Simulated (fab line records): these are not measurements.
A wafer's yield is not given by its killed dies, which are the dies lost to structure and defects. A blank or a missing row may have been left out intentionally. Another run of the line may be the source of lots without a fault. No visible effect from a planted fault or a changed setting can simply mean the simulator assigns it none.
fab line records ; flow nand_harc ; part 2 of 2: steps 26 to 31 of 31
record: lots: 5; wafers: 15; last_day: 23
route steps=1159 shown A_STAIRCASE@659
lots that met no fault: from a run of the same line without faults
start_h: hours from the record's first day to the start of the lot's first wafer shown ; wait_h: how many hours have passed since the lot's step before this one ; " identical to the entry in the row above ; L1.1+2: one row covering several wafers at once ; - no value present, or no start provided ; * or withheld: withheld ; < > ~ a bound
route shown NAME@n: names a module that has steps shown in the file, with the first one's number in the route ; usual: mean and standard deviation over wafers with no fault ; same: alike in all rows ; chamber/n: place in a boat ; sites: each site's reading ; _std_site: the standard deviation of these ; _edge_site: mean of outer sites minus mean of inner sites ; radius_mm: how far each site lies from the wafer's centre ; mask NAME#n: copy n ; behind: the last tool/chamber to shape the wafer ; hold: the reason the lot was held/the length of the hold in hours/how it ended ; device: which transistor (n, p or np) failed to switch ; end of line: the same wafers' tests at the end of the route ; where a step has no rows: the recipe by itself ; killed: count of dies lost to structure and defects at first sort (not the wafer's yield) ; map: the dies of a wafer, with x for killed, . for not killed, _ for no die there
set.NAME: the setting as run; set.NAME@STEP: as run at that earlier step ; model.NAME: the simulator's own value behind a step, which no gauge read
lots at some steps of the route; a table a step, a row a wafer
services: when a tool's chamber went out of use (start_h, in hours from the record's first day, below 0 if earlier), for how many hours, and the reason
== steps ==
step: NHARC_A_STAIRCASE_DESCUM_312
recipe: time_s: 3; o2_flow_sccm: 200; ar_flow_sccm: 0; bias_power_w: 0; chemistry: O2
usual: drypump_motor_current_A: 5.7/0.46; mfc_ar_sccm: 0.011/0.011; oes_product_au: 1.003/0.0099; rf_vpp_V: 57.9/0.84; showerhead_plenum_p_Torr: 1.95/0.06; throttle_valve_pct: 11.311/0.0093
lot.wafer;tool;chamber;start_h;wait_h;drypump_motor_current_A;mfc_ar_sccm;oes_product_au;rf_hours_counter_h;rf_vpp_V;showerhead_plenum_p_Torr;throttle_valve_pct
L078.1;rie_diel-11;3;278.86;-;5.0;0.011;0.996;28;56.0;1.89;11.312
L078.3;rie_diel-11;1;278.86;-;5.3;0;1.001;30;56.9;1.82;11.324
L078.6;rie_diel-11;0;278.86;-;6.0;0.001;1.021;-;57.2;1.91;11.325
L080.3;rie_diel-09;1;290.49;-;6.7;0.005;0.987;10;58.5;2.01;11.329
L080.1;rie_diel-09;2;290.49;-;5.4;0.020;0.998;9;57.5;1.93;11.306
L080.2;rie_diel-09;3;290.49;-;5.8;0.033;1.006;9;58.0;1.85;11.297
L088.2;rie_diel-11;3;350.86;-;5.0;0.011;0.996;56;58.4;1.88;11.319
L088.3;rie_diel-11;1;350.86;-;5.3;0;1.018;54;56.9;1.81;11.313
L088.4;rie_diel-11;2;350.86;-;6.0;0;1.002;55;57.4;1.96;11.307
L092.4;rie_diel-04;3;366.18;-;6.1;0;1.001;25;56.5;1.89;11.313
L092.2;rie_diel-04;0;366.18;-;5.7;0.013;1.008;24;58.6;1.97;11.307
L092.6;rie_diel-04;2;366.18;-;5.6;0;0.996;-;58.3;1.99;11.303
L093.1;rie_diel-04;3;381.68;-;6.0;0;0.997;33;57.7;1.89;11.311
L093.4;rie_diel-04;1;381.68;-;5.2;0.023;1.013;30;57.1;1.99;11.318
L093.5;rie_diel-04;3;381.68;-;6.0;0;0.990;-;58.2;1.89;11.295
step: NHARC_A_STAIRCASE_ETCH_313
recipe: cf4_flow_sccm: 100; chf3_flow_sccm: 30; ar_flow_sccm: 0; rf_w: 500; bias_w: 200; chemistry: CF4/CHF3
usual: drypump_motor_current_A: 5.7/0.47; mfc_ar_sccm: 0.011/0.011; oes_product_au: 0.940/0.021; rf_vpp_V: 371.4/1.7; showerhead_plenum_p_Torr: 1.60/0.046; throttle_valve_pct: 16.801/0.0097
lot.wafer;tool;chamber;start_h;wait_h;drypump_motor_current_A;mfc_ar_sccm;oes_product_au;rf_hours_counter_h;rf_vpp_V;showerhead_plenum_p_Torr;throttle_valve_pct
L078.3;rie_diel-11;0;278.95;0.1;6.0;0.001;0.927;31;369.3;1.57;16.804
L078.1;rie_diel-11;1;278.95;0.1;5.4;0;0.929;30;367.4;1.50;16.803
L078.6;rie_diel-11;0;278.95;0.1;6.0;0.001;0.932;-;371.5;1.57;16.782
L080.1;rie_diel-09;3;290.58;0.1;5.7;0.033;0.932;9;368.4;1.52;16.793
L080.3;rie_diel-09;0;290.58;0.1;5.5;0.002;0.927;10;374.5;1.65;16.802
L080.2;rie_diel-09;1;290.58;0.1;6.7;0.005;0.907;10;372.6;1.65;16.795
L088.2;rie_diel-11;2;350.94;0.1;6.0;0;0.976;55;371.2;1.61;16.812
L088.3;rie_diel-11;0;350.94;0.1;6.0;0.001;0.957;56;371.8;1.56;16.786
L088.4;rie_diel-11;1;350.94;0.1;5.3;0;0.988;54;367.6;1.49;16.813
L092.2;rie_diel-04;1;366.25;0.1;5.2;0.023;0.965;24;373.0;1.64;16.794
L092.4;rie_diel-04;0;366.25;0.1;5.7;0.013;0.977;24;372.4;1.62;16.798
L092.6;rie_diel-04;1;366.25;0.1;5.2;0.023;0.973;-;372.2;1.64;16.795
L093.1;rie_diel-04;0;381.76;0.1;5.7;0.013;0.929;31;372.4;1.62;16.805
L093.4;rie_diel-04;1;381.76;0.1;5.2;0.023;0.932;30;372.1;1.63;16.811
L093.5;rie_diel-04;0;381.76;0.1;5.8;0.013;0.929;-;372.0;1.62;16.804
step: NHARC_A_STAIRCASE_HM_OPEN_463
recipe: o2_flow_sccm: 400; cos_flow_sccm: 20; ar_flow_sccm: 0; rf_w: 500; bias_w: 300; chemistry: O2/COS
usual: drypump_motor_current_A: 5.7/0.45; mfc_ar_sccm: 0.011/0.011; oes_product_au: 1.003/0.011; rf_vpp_V: 468.3/2.1; showerhead_plenum_p_Torr: 3.17/0.095; throttle_valve_pct: 28.330/0.0081
lot.wafer;tool;chamber;start_h;wait_h;drypump_motor_current_A;mfc_ar_sccm;oes_product_au;rf_hours_counter_h;rf_vpp_V;showerhead_plenum_p_Torr;throttle_valve_pct
L078.1;rie_diel-11;2;-;-;6.0;0;1.008;28;469.4;3.21;28.333
L078.3;rie_diel-11;3;-;-;5.0;0.011;0.998;28;466.3;3.09;28.323
L078.6;rie_diel-11;2;-;-;6.0;0;1.009;-;468.8;3.21;28.341
L080.3;rie_diel-09;1;-;-;6.7;0.005;0.974;10;468.7;3.26;28.329
L080.1;rie_diel-09;2;-;-;5.4;0.020;1.003;9;468.3;3.15;28.331
L080.2;rie_diel-09;3;-;-;5.8;0.033;1.013;9;465.7;3.02;28.325
L088.2;rie_diel-11;0;-;-;6.0;0.001;0.998;56;466.8;3.10;28.335
L088.4;rie_diel-11;1;-;-;5.3;0;1.010;54;464.8;2.96;28.331
L088.3;rie_diel-11;3;-;-;5.0;0.011;1.002;56;467.6;3.08;28.337
L092.4;rie_diel-04;1;-;-;5.2;0.023;1.003;24;469.5;3.25;28.326
L092.2;rie_diel-04;2;-;-;5.7;0;1.013;27;469.0;3.24;28.321
L092.6;rie_diel-04;3;-;-;6.1;0;1.007;-;465.6;3.09;28.356
L093.1;rie_diel-04;1;-;-;5.2;0.023;1.019;30;470.0;3.24;28.315
L093.4;rie_diel-04;2;-;-;5.7;0;1.008;35;468.9;3.23;28.331
L093.5;rie_diel-04;2;-;-;5.6;0;1.013;-;468.9;3.23;28.336
step: NHARC_A_STAIRCASE_STRIP_464
recipe: o2_flow_sccm: 400; cos_flow_sccm: 20; ar_flow_sccm: 0; bias_w: 0; chemistry: O2/COS
lot.wafer;tool;chamber;start_h;wait_h
L078.3+1+6;rie_diel-11;3,1,3;-;-
L080.1+3+2;rie_diel-09;2,3,0;-;-
L088.3+4+2;rie_diel-11;2,0,1;-;-
L092.4+2+6;rie_diel-04;0,3,0;-;-
L093.4+1+5;rie_diel-04;3,0,0;-;-
step: NHARC_A_STAIRCASE_ETCH_453
recipe: target_depth_a: 300; overetch_a: 30; time_s: 16.5; ion_energy_ev: 100; cf4_flow_sccm: 80; o2_flow_sccm: 20; ar_flow_sccm: 0; rf_w: 300; bias_w: 100; chemistry: CF4/O2
usual: drypump_motor_current_A: 5.7/0.45; mfc_ar_sccm: 0.011/0.011; oes_f_703_au: 1.000/0.0045; oes_product_au: 1.001/0.011; rf_vpp_V: 198.3/1.3; showerhead_plenum_p_Torr: 1.36/0.041; throttle_valve_pct: 13.398/0.0086
lot.wafer;tool;chamber;start_h;wait_h;drypump_motor_current_A;mfc_ar_sccm;oes_f_703_au;oes_product_au;rf_hours_counter_h;rf_vpp_V;showerhead_plenum_p_Torr;throttle_valve_pct
L078.1;rie_diel-11;3;-;-;5.0;0.011;1.010;0.988;28;197.8;1.32;13.376
L078.3;rie_diel-11;2;-;-;6.0;0;1.006;1.016;28;200.4;1.38;13.401
L078.6;rie_diel-11;0;-;-;6.0;0.001;1.007;1.008;-;196.0;1.33;13.389
L080.1;rie_diel-09;1;-;-;6.7;0.005;0.996;0.981;10;199.5;1.40;13.410
L080.2;rie_diel-09;2;-;-;5.4;0.020;1.002;1.007;9;199.5;1.35;13.389
L080.3;rie_diel-09;3;-;-;5.7;0.033;1.003;1.002;9;196.0;1.29;13.368
L088.4;rie_diel-11;3;-;-;5.0;0.011;1.005;1.001;56;196.1;1.31;13.387
L088.3;rie_diel-11;0;-;-;6.0;0.001;0.999;1.010;56;196.7;1.33;13.402
L088.2;rie_diel-11;1;-;-;5.3;0;0.998;1.008;55;196.9;1.26;13.398
L092.2;rie_diel-04;0;-;-;5.7;0.013;0.994;0.994;24;196.6;1.38;13.401
L092.4;rie_diel-04;2;-;-;5.6;0;1.002;1.005;27;201.7;1.39;13.402
L092.6;rie_diel-04;1;-;-;5.2;0.023;1.002;1.008;-;199.5;1.39;13.392
L093.1;rie_diel-04;0;-;-;5.8;0.013;0.996;0.998;31;199.2;1.37;13.391
L093.4;rie_diel-04;1;-;-;5.2;0.023;1.000;0.996;30;199.9;1.39;13.405
L093.5;rie_diel-04;0;-;-;5.7;0.013;0.994;1.008;-;199.8;1.37;13.399
step: NHARC_A_STAIRCASE_ETCH_315
recipe: target_depth_a: 25000; time_s: 607.1; ion_energy_ev: 800; c4f8_flow_sccm: 80; o2_flow_sccm: 60; ar_flow_sccm: withheld; rf_w: 600; bias_w: 3000; chemistry: C4F8/O2/Ar
usual: oes_product_au: 0.936/0.013; rf_vpp_V: 1831/7.5
lot.wafer;tool;chamber;start_h;wait_h;oes_product_au;rf_hours_counter_h;rf_vpp_V
L078.1;rie_diel-11;3;-;-;0.916;28;1823
L078.3;rie_diel-11;1;-;-;0.935;30;1813
L078.6;rie_diel-11;3;-;-;0.925;-;1823
L080.1;rie_diel-09;1;-;-;0.904;10;1839
L080.2;rie_diel-09;2;-;-;0.937;9;1829
L080.3;rie_diel-09;3;-;-;0.929;9;1818
L088.3;rie_diel-11;3;-;-;0.937;56;1823
L088.2;rie_diel-11;0;-;-;0.946;56;1826
L088.4;rie_diel-11;2;-;-;0.946;55;1832
L092.4;rie_diel-04;0;-;-;0.929;24;1834
L092.2;rie_diel-04;2;-;-;0.956;27;1836
L092.6;rie_diel-04;3;-;-;0.950;-;1825
L093.4;rie_diel-04;0;-;-;0.945;31;1833
L093.1;rie_diel-04;2;-;-;0.942;35;1835
L093.5;rie_diel-04;1;-;-;0.956;-;1836
== services ==
tool;chamber;start_h;hours;kind
rie_diel-09;-;254.10;9.0;pm
krf_scanner-01;-;256.00;4.0;pm
rie_diel-04;0;268.19;-;clean
rie_diel-04;1;268.19;-;clean
rie_diel-04;2;268.19;-;clean
rie_diel-04;3;268.19;-;clean
wet_bench-07;-;272.01;8.0;pm
krf_scanner-01;-;284.64;0.7;repair
krf_scanner-01;-;286.32;0.2;repair
wet_bench-09;-;288.80;8.0;pm
rie_diel-04;-;288.90;9.0;pm
acl_dep-01;-;292.65;13.0;pm
krf_scanner-04;-;299.01;4.0;pm
rie_diel-09;-;303.60;1.2;repair
wet_bench-06;-;305.60;8.0;pm
rie_diel-11;0;306.40;2.2;repair
krf_scanner-02;-;314.49;6.0;repair
pecvd-01;0;328.75;6.2;repair
litho_track-02;-;340.00;7.0;pm
krf_scanner-02;-;344.68;0.8;repair
rie_diel-11;1;352.19;8.8;repair
rie_diel-11;-;367.85;9.0;pm
pecvd-04;-;376.24;13.0;pm
krf_scanner-02;-;382.01;4.0;pm
